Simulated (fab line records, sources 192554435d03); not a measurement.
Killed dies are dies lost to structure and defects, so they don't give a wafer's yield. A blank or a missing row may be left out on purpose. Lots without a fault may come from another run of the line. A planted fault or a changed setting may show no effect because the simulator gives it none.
Split-lot experiment | flow n5_finfet | 7 lots, 21 wafers read, on a route of 1938 steps

THE SPLIT
At N5_FIN_SAQP_EXPOSE_13 (exposes mask FIN CORE, target cd 35.6 nm), the setting dose_mj was moved away from the recipe's 63.25 on 6 of the 21 wafers read, by -2.2% to +7.1%. The other wafers ran this setting at the recipe's value.

FROM THE SPLIT TO THE READING: what the file shows between them, 2 steps
- N5_FIN_SAQP_PEB_14: peb time 60 s
- N5_FIN_SAQP_DEVELOP_15: develop time 30 s

THE READING
cd_nm, in nm, at N5_FIN_SAQP_CD_MEAS_16 (target cd 35.6 nm). Fault-free wafers of this fab line usually give 35.7 nm, standard deviation 0.39 nm.

wafer  | tool, chamber at the split | dose_mj as run | against the recipe | cd_nm, nm | against lot-mates on the recipe
L076.3 | arfi_scanner-03, 0         | 66.15          | +4.6%              | 34.6      | -1.4
L076.4 | arfi_scanner-03, 0         | 63.25          | recipe             | 36.0      | -
L076.6 | arfi_scanner-03, 0         | 66.15          | +4.6%              | 35.2      | -0.8
L090.1 | arfi_scanner-03, 0         | 63.25          | recipe             | 35.7      | -
L090.2 | arfi_scanner-03, 0         | 63.25          | recipe             | 35.5      | -
L090.3 | arfi_scanner-03, 0         | 65.26          | +3.2%              | 35.1      | -0.5
L091.1 | arfi_scanner-01, 0         | 62.01          | -2.0%              | 35.8      | +0.1
L091.3 | arfi_scanner-01, 0         | 63.25          | recipe             | 35.7      | -
L091.6 | arfi_scanner-01, 0         | 63.25          | recipe             | 35.7      | -
L092.1 | arfi_scanner-02, 0         | 63.25          | recipe             | 36.1      | -
L092.5 | arfi_scanner-02, 0         | 63.25          | recipe             | 36.0      | -
L092.6 | arfi_scanner-02, 0         | 63.25          | recipe             | 35.9      | -
L094.2 | arfi_scanner-01, 0         | 67.75          | +7.1%              | 34.0      | -1.8
L094.3 | arfi_scanner-01, 0         | 63.25          | recipe             | 36.3      | -
L094.6 | arfi_scanner-01, 0         | 63.25          | recipe             | 35.3      | -
L095.4 | arfi_scanner-01, 0         | 63.25          | recipe             | 36.3      | -
L095.5 | arfi_scanner-01, 0         | 61.84          | -2.2%              | 36.7      | +0.6
L095.6 | arfi_scanner-01, 0         | 63.25          | recipe             | 35.9      | -
L096.1 | arfi_scanner-02, 0         | 63.25          | recipe             | 35.6      | -
L096.3 | arfi_scanner-02, 0         | 63.25          | recipe             | 35.7      | -
L096.4 | arfi_scanner-02, 0         | 63.25          | recipe             | 35.4      | -

THE FIT
A straight line over all 21 wafers: cd_nm changes by -0.228 nm for each +1% of dose_mj; r = -0.86; the points scatter about the line by 0.31 nm.
The same after taking each lot's own level away (the mean of its wafers on the recipe; 21 wafers): -0.231 nm for each +1%; r = -0.91; scatter 0.24 nm.
On that fit, the largest move of dose_mj shifts the reading by 1.6 nm.
The lots' own levels span 35.57 to 36.10 nm, that is 1.4 times the standard deviation above.
So the lot-to-lot level changes the slope little: the two slopes agree.
Check: with one of the wafers moved furthest among these (+7.1%) left out of the fit, the line predicts -1.54 nm for it against its lot-mates. It came out at -1.8 nm against them.

OTHER SPLITS ON THESE WAFERS
These wafers also went through other splits before the reading. Each is held against what the fit with the lots' levels taken away leaves over:
other split on the same wafers           | wafers away from the commonest value | r with cd_nm (lot level and that fit taken away)
N5_WELL_APT_EXPOSE_05 dose_mj            | 5                                    | +0.23
N5_WELL_APT_DEVELOP_07 develop_time_s    | 6                                    | -0.59
N5_PMOS_HMC_CHANNEL_EPI_HM_DEP_34 time_s | 5                                    | +0.06
N5_PMOS_HMC_CHANNEL_EPI_COAT_31 temp_c   | 13                                   | +0.07

THE FILE'S OWN FIT
cd_nm changes by -0.231 nm for each +1% of dose_mj, r = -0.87.
